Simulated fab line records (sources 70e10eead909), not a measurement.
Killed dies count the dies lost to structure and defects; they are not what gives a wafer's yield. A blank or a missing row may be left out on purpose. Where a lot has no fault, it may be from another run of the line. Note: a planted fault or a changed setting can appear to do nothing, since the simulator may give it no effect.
Which of the tools did it? | flow nand-harc | 19 wafers from 7 lots sampled at 3 of the route's 1302 steps

## WHAT EACH GAUGE READ, for each wafer
NHARC_A_ONON_D1_THK_MEAS_21: measures by ellipsometry.
lot  | measured     | on            | thk-nm (nm)
L963 | day 12 15:12 | film-metro-02 | 1495 1494
L966 | day 13 11:07 | film-metro-01 | 1001 1000 1000
L967 | day 14 06:35 | film-metro-01 | 992 991 992
L970 | day 15 09:04 | film-metro-02 | 1013 1013 1012
L972 | day 15 23:35 | film-metro-01 | 1011 1013 1013
L973 | day 16 16:47 | film-metro-01 | 987 990 988
L976 | day 18 03:14 | film-metro-01 | 1009 1009 1011

## WHICH TOOL RAN EACH LOT (tool, then ch and the chambers of the sampled wafers, then the start)
lot  | NHARC_P_BONDPAD_DESCUM_11          | NHARC_A_ONON_D1_DEP_19
L963 | rie-diel-11 ch 3, day 10 22:16     | pecvd-onon-04 ch 0, day 12 14:48
L966 | rie-diel-03 ch 1,2,3, day 11 19:25 | pecvd-onon-01 ch 0, day 13 10:40
L967 | rie-diel-11 ch 1,2,3, day 12 18:59 | pecvd-onon-01 ch 0, day 14 06:07
L970 | rie-diel-03 ch 0,2, day 13 19:50   | pecvd-onon-01 ch 0, day 15 08:34
L972 | rie-diel-11 ch 0,1,2, day 14 11:08 | pecvd-onon-03 ch 0, day 15 23:11
L973 | rie-diel-03 ch 0,2,3, day 15 03:55 | pecvd-onon-01 ch 0, day 16 16:20
L976 | rie-diel-11 ch 0,2,3, day 16 12:49 | pecvd-onon-04 ch 0, day 18 02:50
- NHARC_P_BONDPAD_DESCUM_11: chemistry O2, time 3 s.
- NHARC_A_ONON_D1_DEP_19: target thk 1000 nm.

## THE ANSWER, worked out from the rows above alone
Rule: the usual values come from the lots themselves. Put in order of their means at a reading, lots are off if they are a third of the lots or fewer, leave a main group of 4 or more, and stand apart from it by a gap of 3 or more times the standard deviation of the main group's means; of several such gaps the widest counts. If all means in a main group match to the digits the tables above print for the reading, that group is not used. Also off: a lot with no number at a reading for which 4 or more lots have one. Where the step has rows for the other lots, those lots are counted as sound.
Off: L963 (NHARC_A_ONON_D1_THK_MEAS_21, thk-nm). Main group: mean 1002 nm, sd 9.8.
A tool fits if, at a process step before that reading, it ran every lot that is off, and no sound lot after the first of them. The gauges at NHARC_A_ONON_D1_THK_MEAS_21 are tried like those tools. Not one of the candidates tried fits.

## WHAT THE SIMULATOR HAD PUT IN
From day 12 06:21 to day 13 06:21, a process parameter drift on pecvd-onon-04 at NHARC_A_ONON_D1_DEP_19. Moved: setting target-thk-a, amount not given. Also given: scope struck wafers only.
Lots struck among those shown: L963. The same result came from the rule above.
